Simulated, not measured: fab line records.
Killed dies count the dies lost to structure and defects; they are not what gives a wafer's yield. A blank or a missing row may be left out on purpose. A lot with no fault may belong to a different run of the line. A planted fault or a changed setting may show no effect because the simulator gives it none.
fab line records    flow n5-finfet
record lots=3  wafers=9  last-day=17
route steps=1938 shown MOL_CONTACT_COAG@626 BEOL_M0_SAQP@632 BEOL_M4@1111 PASSIVATION@1936
lots that met no fault: from a run of the same line without faults
start-h: the number of hours between the record's first day and the start of the first shown wafer of the lot    wait-h: time in hours since the lot's previous step    " unchanged from the row above    L1.1+2: a single row standing in for several wafers    - either no value or no given start    * or withheld: withheld    < > ~ a bound
route shown NAME@n: a module of which the file shows steps, and the number in the route of the first    usual: mean and standard deviation over wafers with no fault    same: alike in all rows    chamber/n: place in a boat    sites: readings site by site    _std_site: how widely they spread, as a standard deviation    _edge_site: outer sites' mean less inner sites'    radius-mm: for every site, how far away it sits from the centre of the wafer    mask NAME#n: copy n    behind: the most recent tool/chamber to have shaped the wafer    hold: the reason the lot was held/the length of the hold in hours/how it ended    device: the transistor (n, p or np) that didn't switch    end of line: tests of these same wafers at the route's end    a step given without rows: its recipe and nothing more    killed: dies that structure and defects cost at the first sort, which is not the same as the wafer's yield    map: per-die view of a wafer (x killed, . not killed, _ where there is no die)
set.NAME: the setting that was run; set.NAME@STEP: the one run at that earlier step    model.NAME: the simulator's own value behind a step, which no gauge read
lots at some steps of the route; a table a step, a row a wafer
services: from which hour (start-h, from the record's first day; less than 0 if before it) a tool's chamber was out of use, for how many hours, and why
## steps
# step N5_MOL_CONTACT_COAG_SRD_128
# recipe dry-time-s=32  dry=n2-spin  spin-rpm=1500
# step N5_MOL_CONTACT_COAG_CMP_52
# recipe stop-on=SiO2  t-overpolish-s=1.5  post-cmp-clean=w-dilute-nh4oh  down-force-psi=4  platen-rpm=50.289  pad-velocity-m-s=1.0006  target-thk-nm=66.5
# step N5_MOL_CONTACT_COAG_ANNEAL_112
# recipe temp-c=400  time-s=1800  ambient=HPD2  pressure-atm=10
# step N5_BEOL_M0_SAQP_PECVD_00
# recipe material=SiCN  target-thk-a=80  temp-c=withheld  precursor=3MS/NH3  pressure-torr=3  rf-w=202  time-s=14
# step N5_BEOL_M0_SAQP_ILD_DEP_01
# recipe material=SiOC  target-thk-a=454.19  temp-c=350  precursor=DEMS/O2  pressure-torr=5  rf-w=500  time-s=8.7
# step N5_BEOL_M0_SAQP_HM_DEP_02
# recipe material=TiN  target-thk-a=120  temp-c=25  chamber-pressure-pa=0.49996
# step N5_BEOL_M0_SAQP_PECVD_03
# recipe material=SiCN  target-thk-a=120  temp-c=withheld  precursor=3MS/NH3  pressure-torr=3  rf-w=202  time-s=21.1
# step N5_BEOL_M0_SAQP_PECVD_96
# recipe material=a-Si  target-thk-a=450  temp-c=350  precursor=SiH4/He  pressure-torr=3  rf-w=100  time-s=45.2
# step N5_BEOL_M0_SAQP_PECVD_97
# recipe material=SiNx  target-thk-a=230  temp-c=350  precursor=SiH4/NH3/N2  pressure-torr=1.5  rf-w=300  time-s=19.9
# step N5_BEOL_M0_SAQP_PECVD_04
# recipe material=a-Si  target-thk-a=600  temp-c=350  precursor=SiH4/He  pressure-torr=3  rf-w=100  time-s=60.2
# usual heater-power-w=626/62  showerhead-plenum-p-Torr=5.68/0.038  showerhead-vpp-V=620/20  throttle-valve-pct=18.3/0.7
lot.wafer  tool      chamber  start-h  wait-h  heater-power-w  showerhead-plenum-p-Torr  showerhead-vpp-V  throttle-valve-pct  model.a-Si_of_BEOL_M0_SAQP_PECVD_04.thk-nm
L985.1     pecvd-01  0        192.30   0.0     594             5.61                      603               17.6                59.4
L985.4     "         2        "        "       657             5.70                      630               18.3                61.2
L985.6     "         0        "        "       593             5.62                      599               17.8                61.2
L989.3     pecvd-02  0        216.98   0.1     677             5.68                      658               19.5                60.8
L989.5     "         0        "        "       691             5.67                      642               19.4                60.4
L989.6     "         1        "        "       615             5.67                      611               18.2                60.6
L994.3     pecvd-01  1        243.92   0.1     643             5.70                      617               18.4                60.6
L994.4     "         0        "        "       603             5.63                      592               17.3                60.4
L994.6     "         1        "        "       643             5.71                      611               18.4                89.4
# step N5_BEOL_M0_SAQP_THK_MEAS_05
# usual thk-nm=60.1/0.85
lot.wafer  tool           chamber  start-h  wait-h  thk-nm
L985.1     film-metro-01  -        192.40   0.1     59.4
L985.4     "              -        "        "       61.1
L985.6     "              -        "        "       61.2
L989.3     film-metro-01  -        217.08   0.1     60.9
L989.5     "              -        "        "       60.4
L989.6     "              -        "        "       60.7
L994.3     film-metro-01  -        244.01   0.1     60.6
L994.4     "              -        "        "       60.5
L994.6     "              -        "        "       89.5
# step N5_BEOL_M0_SAQP_HM_DEP_111
# recipe material=SiO2  target-thk-a=120  temp-c=400  precursor=SiH4/N2O  pressure-torr=0.75  rf-w=275  time-s=7.2
# step N5_BEOL_M0_SAQP_COAT_81
# recipe resist=SOC  temp-c=250  time-s=60  spin-rpm=1500  resist-thk-nm=100
# step N5_BEOL_M0_SAQP_COAT_82
# recipe resist=SiARC  temp-c=220  time-s=60  spin-rpm=1500  resist-thk-nm=30
# step N5_BEOL_M0_SAQP_COAT_08
# recipe resist=CAR-ArF  spin-rpm=1500  resist-thk-nm=90
# step N5_BEOL_M0_SAQP_EBR_10
# recipe solvent=PGMEA  ebr-width-mm=1.5
# step N5_BEOL_M0_SAQP_SOFTBAKE_09
# recipe temp-c=110  time-s=60  resist=CAR-ArF
# step N5_BEOL_M0_SAQP_EXPOSE_11
# recipe mask-id=M0_CORE  na=1.35  source-shape=dipole  sigma-inner=0.538  sigma-outer=0.738  polarization=te  target-cd-nm=42  dose-mj=55
# step N5_BEOL_M0_SAQP_PEB_12
# recipe peb-temp-c=withheld  peb-time-s=60  resist=CAR-ArF
# step N5_BEOL_M0_SAQP_DEVELOP_13
# recipe develop-time-s=30  developer=TMAH  resist=CAR-ArF  dev-temp-c=23  rinse-liquid=diw  dry=air-spin
# step N5_BEOL_M0_SAQP_DESCUM_19
# recipe chemistry=O2  time-s=7.9  source-power-w=50  bias-power-w=20  pressure-mtorr=20  rf-frequency-hz=2.712e+07  temp-c=40  resist=CAR-ArF  o2-flow-sccm=225
# step N5_BEOL_M0_SAQP_ETCH_83
# recipe chemistry=CF4  target=SiARC  target-depth-a=390  mask-material=CAR-ArF  time-s=65  ion-energy-ev=80  pressure-mtorr=40  source-w=545  bias-w=36  Ar_flow_sccm=100  cf4-flow-sccm=100  ends=cleared
# step N5_BEOL_M0_SAQP_ETCH_84
# recipe chemistry=N2/H2  target=SOC  target-depth-a=1000  overetch-a=200  mask-material=SiARC  temp-c=40  time-s=150  ion-energy-ev=200  pressure-mtorr=30  source-w=840  bias-w=150  n2-flow-sccm=200  h2-flow-sccm=200
# step N5_BEOL_M0_SAQP_STRIP_80
# recipe chemistry=N2/H2  temp-c=40  n2-flow-sccm=200  h2-flow-sccm=200  rf-frequency-hz=6e+07
# step N5_BEOL_M0_SAQP_HM_OPEN_112
# recipe chemistry=CHF3/O2  target=SiO2  stop-on=a-Si  target-depth-a=120  over-etch-frac=1.25  mask-material=SOC  time-s=13.5  pressure-mtorr=30  source-w=650  bias-w=170  Ar_flow_sccm=200  CHF3_flow_sccm=50  O2_flow_sccm=5  ion-energy-ev=200  ends=end-point
# step N5_BEOL_M0_SAQP_STRIP_113
# recipe chemistry=CHF3/O2  resist=SiARC  rf-frequency-hz=6e+07
# step N5_BEOL_M0_SAQP_MANDREL_ETCH_20
# recipe target-depth-a=600  chemistry=HBr/Cl2  target=a-Si  stop-on=SiNx  bt-time-s=10  mask-material=SOC  over-etch-frac=0.5  time-s=30  pressure-mtorr=10  icp-w=800  bias-w=75  HBr_flow_sccm=150  Cl2_flow_sccm=80  ends=end-point
# usual drypump-motor-current-A=5.85/0.26  oes-product-au=0.775/0.015  throttle-valve-pct=35.6/0.37
lot.wafer  tool       chamber  start-h  wait-h  drypump-motor-current-A  oes-product-au  rf-hours-counter-h  throttle-valve-pct  model.etch.depth-nm
L985.1     rie-si-01  2        193.35   0.0     5.30                     0.771           178                 35.3                59.45
L985.4     "          0        "        "       5.74                     0.787           178                 36.1                61.09
L985.6     "          0        "        "       5.69                     0.796           -                   36.1                61.25
L989.3     rie-si-06  2        217.80   0.0     6.01                     0.787           9                   35.4                60.86
L989.5     "          0        "        "       5.90                     0.797           -                   36.2                60.24
L989.6     "          3        "        "       6.20                     0.788           -                   35.2                60.56
L994.3     rie-si-02  1        244.86   0.0     5.80                     0.793           0                   35.0                60.62
L994.4     "          0        "        "       5.23                     0.773           71                  35.6                60.35
L994.6     "          0        "        "       5.23                     0.967           -                   35.2                88.31
# step N5_BEOL_M0_SAQP_STRIP_86
# recipe chemistry=N2/H2  power-w=500  temp-c=40  pressure-mtorr=50  rf-frequency-hz=6e+07  overash-fraction=0.3  bias-power-w=28  h2-frac=0.5  n2-flow-sccm=300  h2-flow-sccm=300
# step N5_BEOL_M0_SAQP_STRIP_115
# recipe chemistry=post-etch-residue-remover  time-s=60  temp-c=25  remover-ph=withheld  remover-water-wt-pct=withheld  remover-fluoride-wt-pct=withheld
# step N5_BEOL_M0_SAQP_SRD_93
# recipe dry=ipa-marangoni  time-s=30  temp-c=23  rinse-liquid=diw
# step N5_BEOL_M0_SAQP_RECESS_114
# recipe chemistry=HF/NH3  target=SiO2  target-depth-a=144  afs-cycles=3  temp-c=30  sublimation-temp-c=180  sublimation-time-s=60
# step N5_BEOL_M0_SAQP_SPACER1_ALD_98
# recipe material=SiO2  target-thk-a=128  temp-c=300  ald-precursor-family=BDEAS  ald-co-reactant=O2-plasma  pulse-time-s=1  purge-time-s=2  co-reactant-purge-time-s=2  ald-cycles=138  pressure-torr=2
# step N5_BEOL_M0_SAQP_SPACER1_ETCHBACK_99
# recipe chemistry=CHF3/O2  mode=anisotropic-etchback  target=SiO2  target-depth-a=154  time-s=7.7  pressure-mtorr=30  source-w=650  bias-w=170  Ar_flow_sccm=200  CHF3_flow_sccm=50  O2_flow_sccm=5  ion-energy-ev=200
# usual drypump-motor-current-A=5.4/0.45  oes_f_703_au=0.81/0.11  oes-product-au=0.81/0.11  rf-vpp-V=521/7.7  showerhead-plenum-p-Torr=2.43/0.089  throttle-valve-pct=18.84/0.21
lot.wafer  tool         chamber  start-h  wait-h  drypump-motor-current-A  oes_f_703_au  oes-product-au  rf-hours-counter-h  rf-vpp-V  showerhead-plenum-p-Torr  throttle-valve-pct  model.a-Si_of_BEOL_M0_SAQP_PECVD_04.thk-nm
L985.1     rie-diel-02  2        194.92   0.3     5.1                      0.67          0.70            211                 533       2.40                      18.83               58.8
L985.4     "            1        "        "       5.6                      0.75          0.74            -                   519       2.51                      19.10               60.4
L985.6     "            3        "        "       5.0                      0.86          0.85            -                   518       2.36                      18.94               60.6
L989.3     rie-diel-04  0        218.89   0.3     5.4                      0.91          0.91            28                  525       2.36                      18.69               60.2
L989.5     "            2        "        "       4.7                      0.88          0.90            -                   521       2.56                      18.77               59.6
L989.6     "            1        "        "       5.1                      0.96          0.98            -                   523       2.46                      18.51               60
L994.3     rie-diel-01  3        245.95   0.3     5.7                      0.71          0.69            214                 508       2.48                      18.92               60
L994.4     "            2        "        "       5.4                      0.72          0.70            199                 514       2.40                      19.10               59.8
L994.6     "            1        "        "       6.0                      0.95          0.55            -                   532       2.37                      18.33               88.8
# step N5_BEOL_M0_SAQP_MANDREL1_REMOVE_100
# recipe chemistry=HBr/Cl2/O2  bt-time-s=10  target=a-Si  stop-on=SiNx  endpoint=OES-SiCl  over-etch-frac=0.85  icp-w=600  bias-w=30  HBr_flow_sccm=150  Cl2_flow_sccm=80  O2_flow_sccm=5  pressure-mtorr=10
# step N5_BEOL_M0_SAQP_ETCH_101
# recipe chemistry=CH3F/O2  target=SiNx  mask-material=SiO2  target-depth-a=299  time-s=42.7  pressure-mtorr=30  source-w=395  bias-w=73  Ar_flow_sccm=150  CH3F_flow_sccm=30  O2_flow_sccm=20  ion-energy-ev=120
# step N5_BEOL_M0_SAQP_INSPECT_42
# recipe mode=adi  inspect-instrument=brightfield
# usual raw-defect-count=280/88
lot.wafer  tool               chamber  start-h  wait-h  raw-defect-count
L985.1     defect-inspect-02  -        197.51   0.1     433
L985.4     "                  -        "        "       243
L985.6     "                  -        "        "       338
L989.3     defect-inspect-02  -        221.51   0.0     239
L989.5     "                  -        "        "       218
L989.6     "                  -        "        "       362
L994.3     defect-inspect-01  -        248.62   0.0     271
L994.4     "                  -        "        "       189
L994.6     "                  -        "        "       1653
# step N5_BEOL_M4_RC_MEAS_101
# usual DIBL_N=35.8/1.8  DIBL_P=35.6/2  IOFF_N=0.148/0.028  IOFF_P=0.20/0.034  ION_N=672/12  ION_P=462/8.5  SS_N=71.2/0.65  SS_P=73.1/0.67  VT_N=251/3.3  VT_P=-251/3.8
lot.wafer  tool       chamber  start-h  wait-h  DIBL_N[mV/V]  DIBL_P[mV/V]  IOFF_N[nA/um]  IOFF_P[nA/um]  ION_N[uA/um]  ION_P[uA/um]  SS_N[mV/dec]  SS_P[mV/dec]  VT_N[mV]  VT_P[mV]
L985.1     prober-01  0        244.70   0.0     33.6          33.7          0.123          0.17           668           458           71.1          72.9          253       -252
L985.4     "          0        "        "       33.3          32.5          0.119          0.18           658           459           70.8          72.1          253       -251
L985.6     "          0        "        "       31.8          30.4          0.091          0.14           643           453           71.6          71.2          258       -256
L989.3     prober-01  0        267.62   0.3     37.0          37.7          0.157          0.21           676           463           71.7          73.4          250       -252
L989.5     "          0        "        "       37.7          38.0          0.160          0.20           668           460           71.7          74.1          251       -251
L989.6     "          0        "        "       36.9          36.7          0.158          0.19           673           455           72.4          73.3          250       -253
L994.3     prober-02  0        311.02   0.3     34.3          34.4          0.142          0.20           690           471           70.7          72.1          253       -250
L994.4     "          0        "        "       37.9          38.2          0.200          0.25           686           472           71.2          73.8          247       -247
# step N5_PASSIVATION_PROBE_49
# usual defect-limited-yield=91.3/1.5  killed_at_M0_to_M3=34/11  killed_at_M4_up=14/6.1  killed-at-contacts=12/5.9  killed-at-front-end=39/11  killed-at-other=4/3.3  killed-dies=102/18  killed-on-rim=13/3.8  killed-open=67/13  killed-short=33/7.9  sort_bin_5_function=5.1/1  sort_bin_6_memory=3.3/0.7  sort_bin_8_speed=0.1/0.69  sort-n-pass=1077/19  sort-yield-pct=91.3/1.6
# same gross-dies=1180  killed-at-back-side=0  sort_bin_4_leakage[%]=0
lot.wafer  tool       chamber  start-h  wait-h  defect-limited-yield[%]  killed_at_M0_to_M3  killed_at_M4_up  killed-at-contacts  killed-at-front-end  killed-at-other  killed-dies  killed-on-rim  killed-open  killed-short  sort_bin_5_function[%]  sort_bin_6_memory[%]  sort_bin_8_speed[%]  sort-n-pass  sort-yield-pct[%]
L994.3     prober-01  -        404.29   0.1     93.5                     37                  2                14                  24                   0                77           10             52           23            4.0                     2.3                   0                    1103         93.5
L994.4     prober-01  -        404.34   0.2     91.4                     39                  17               10                  34                   2                102          15             72           26            4.6                     3.9                   0                    1078         91.4
L994.6     prober-01  -        404.44   0.3     25.2                     816                 16               8                   42                   1                883          26             68           26            71.9                    2.9                   0                    297          25.2
# killed by level:class
L994.3 BEOL_M3:geometric-particle:open=17 MOL_CONTACT_COAG:geometric-particle:open=10 STI_FIN_REVEAL:geometric-particle:open=9 FIN_SAQP:geometric-particle:short=4 BEOL_M0_SAQP:geometric-particle:short=4 BEOL_M0_SAQP:geometric-particle:open=4 FIN_SAQP:geometric-particle:open=3 MOL_CONTACT_COAG:geometric-particle:short=3
L994.4 BEOL_M3:geometric-particle:open=14 STI_FIN_REVEAL:geometric-particle:open=11 MOL_CONTACT_COAG:geometric-particle:open=8 BEOL_M1:geometric-particle:open=7 DUMMY_GATE:geometric-particle:open=5 FIN_SAQP:geometric-particle:short=4 BEOL_M4:geometric-particle:open=4 BEOL_M0_SAQP:geometric-particle:short=4
L994.6 BEOL_M0_SAQP:area-etch=788 STI_FIN_REVEAL:geometric-particle:open=13 FIN_SAQP:geometric-particle:open=9 BEOL_M0_SAQP:geometric-particle:open=6 DUMMY_GATE:geometric-particle:open=5 MOL_CONTACT_COAG:geometric-particle:open=5 BEOL_M1:geometric-particle:open=5 BEOL_M0_SAQP:geometric-particle:short=4
# map L994.6 (x killed, . not)
_________________......x..x..________________
______________x......x..x.x.xx.x_____________
___________..xx..x.xxxxxxxxxxxx..x.__________
__________.x....x...xxxxxxxxxxx.x..._________
________xx.x.xxx.xxx.xxxxxxxxxxxxxxx.._______
_______....xxxxxxxxxxxxxxxxxxxxxxxx.x..______
______.x.xxxxxxxxxxxxxxxxxxxxxxxxxx..x.._____
_____..x.xxxxxxxxxxxxxxxxxxxxxxxxx.......____
____.xxxxxxxxxxxxxxxxxxxxxxxxxxxxxxxx.x..x___
___.....xxxxxxxxxxxxxxxxxxxxxxxxxxxxx......__
___....xxxxxxxxxxxxxxxxxxxxxxxxxxxxxxxx....__
__..xxxxxxxxxxxxxxxxxxxxxxxxxxxxxxxxxx..x..._
__..xxxxxxxxxxxxxxxxxxxxxxxxxxxxxxxxxxx....._
_..x.xxxxxxxxxxxxxxxxxxxxxxxxxxxxxxxxxxx.....
_.xx..xxxxxxxxxxxxxxxxxxxxxxxxxxxxxxxxxxxx...
_..xx.xxxxxxxxxxxxxxxxxxxxxxxxxxxxxxxxxxxx...
_xxx.xx.xxxxxxxxxxxxxxxxxxxxxxxxxxxxxxxxxx.x.
_...xx.xxxxxxxxxxxxxxxxxxxxxxxxxxxxxxxxxxxx..
_.....x.xxxxxxxxxxxxxxxxxxxxxxxxxxxxxxxxxxx..
_....xxxxxxxxxxxxxxxxxxxxxxxxxxxxxxxxxxxxx...
_.xxxx.xxxxxxxxxxxxxxxxxxxxxxxxxxxxxxxxxx....
__.....xxxxxxxxxxxxxxxxxxxxxxxxxxxxxxxxx.x.._
__.x...x.xxxxxxxxxxxxxxxxxxxxxxxxxxxxxx..x.._
___.....xxxxxxxxxxxxxxxxxxxxxxxxxxxxxxx....__
___x......xxxxxxxxxxxxxxxxxxxxxxxxxxxx...x.__
____.....x.xxxxxxxxxxxxxxxxxxxxxxxxxxxx...___
_____......xx.xxxxxxxxxxxxxxxxxxxxxx.x...____
______.....x.xxxxxxxxxxxxxxxxxxxxxxx...._____
_______.x..x..xxxxxxxxxxxxxx.x.xxxx..x.______
________.....x.xxxxxxxxxxxx.xxxxx....._______
__________...xxxxx.xxxxxxx......x.x._________
___________.xx.xxxxxxx.x.x.........__________
______________....x..xx....x...._____________
_________________............________________
# map L985.4 (x killed, . not)
_________________.......x....________________
______________x..........xx....._____________
___________........................__________
__________.........................._________
________x....x.....x.................._______
_______x.........xx......x..x.......x..______
______...................xx..x.........._____
_____.xx...........xx..x.x.............xx____
____..x..xx...........x...x......x........___
___...................x....x...............__
___..................x...........x...x.....__
__....x.....x.................x.....x......._
__....x.x...x.....x.........x..............._
_...............xx..x.........x..............
_..............x.......x...................x.
_..........................x.....x..x........
_...................xx.......................
_..........x..........................x..x...
_....x..................x..............x.....
_...x....xxxx..............x.......x.........
_......................x....x................
__......x.x...........................x....._
__..........................x..............x_
___.................................x......__
___......x..x.x.......x.......x.....x.x....__
____......xx...x.......x..............x...___
_____....x...............................____
______..xx......x........x........x....._____
_______......x...x........x............______
________x..x.x.............x......x..._______
__________x........x................_________
___________.............x.......xx.__________
______________..x.....x...x....._____________
_________________............________________
## services
tool         chamber  start-h  hours  kind
rie-diel-04  1        178.16   -      clean
rie-diel-04  1        178.16   -      consumable-replace:focus-ring
rie-diel-04  1        178.16   17.2   scheduled-down
rie-diel-04  1        178.16   17.2   vent-cycle
rie-diel-02  0        185.57   -      clean
rie-diel-02  0        185.57   -      consumable-replace:focus-ring
rie-diel-02  0        185.57   15.5   scheduled-down
rie-diel-02  0        185.57   15.5   vent-cycle
rie-diel-01  1        187.31   5.4    repair
rie-si-02    2        194.42   2.8    repair
pecvd-02     1        207.07   5.5    scheduled-down
pecvd-02     2        213.03   5.5    scheduled-down
rie-si-02    1        215.89   -      clean
rie-si-02    1        215.89   -      consumable-replace:esc
rie-si-02    1        215.89   23.1   scheduled-down
rie-si-02    1        215.89   23.1   vent-cycle
pecvd-01     -        219.34   6.0    pm
rie-diel-02  0        227.10   2.8    repair
pecvd-01     2        234.42   2.5    repair
pecvd-01     2        236.96   -      clean
pecvd-01     2        236.96   -      consumable-replace:showerhead
pecvd-01     2        236.96   29.0   scheduled-down
pecvd-01     2        236.96   29.0   vent-cycle
## key
first-sign step=N5_BEOL_M0_SAQP_THK_MEAS_05  reading=thk-nm  direction=up  sigmas=35  usual=*  struck=*
effect step=N5_BEOL_M0_SAQP_MANDREL_ETCH_20  reading=oes-product-au  direction=up  sigmas=13  usual=0.775  struck=0.967
effect step=N5_BEOL_M0_SAQP_INSPECT_42  reading=raw-defect-count  direction=up  sigmas=16  usual=280  struck=1653
effect step=N5_PASSIVATION_PROBE_49  reading=killed_at_M0_to_M3  direction=up  sigmas=70  usual=34  struck=816
model-effect step=N5_BEOL_M0_SAQP_PECVD_04  value=a-Si_of_BEOL_M0_SAQP_PECVD_04.thk-nm  without=60.4  struck=89.4
model-effect step=N5_BEOL_M0_SAQP_MANDREL_ETCH_20  value=etch.depth-nm  without=60.33  struck=88.31
model-effect step=N5_BEOL_M0_SAQP_SPACER1_ETCHBACK_99  value=a-Si_of_BEOL_M0_SAQP_PECVD_04.thk-nm  without=59.6  struck=88.8
more-kills-born-at N5_BEOL_M0_SAQP_MANDREL_ETCH_20@rie-si-02=788
met-at N5_BEOL_M0_SAQP_PECVD_04
struck-wafers L994.6
later-rows-left-out L994.6
onset-between 192.30 243.92
fault kind=process-parameter-drift  tool=pecvd-01  chamber=-  onset-h=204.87  steps=N5_BEOL_M0_SAQP_PECVD_04  channel=time-s  offset=*  shape=step  end-h=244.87  scope=struck-wafers-only  acts-in=*  stated=*
# later-rows-left-out: the simulator's readings of these wafers behind a module that went badly wrong aren't trusted and aren't shown, but for the sort
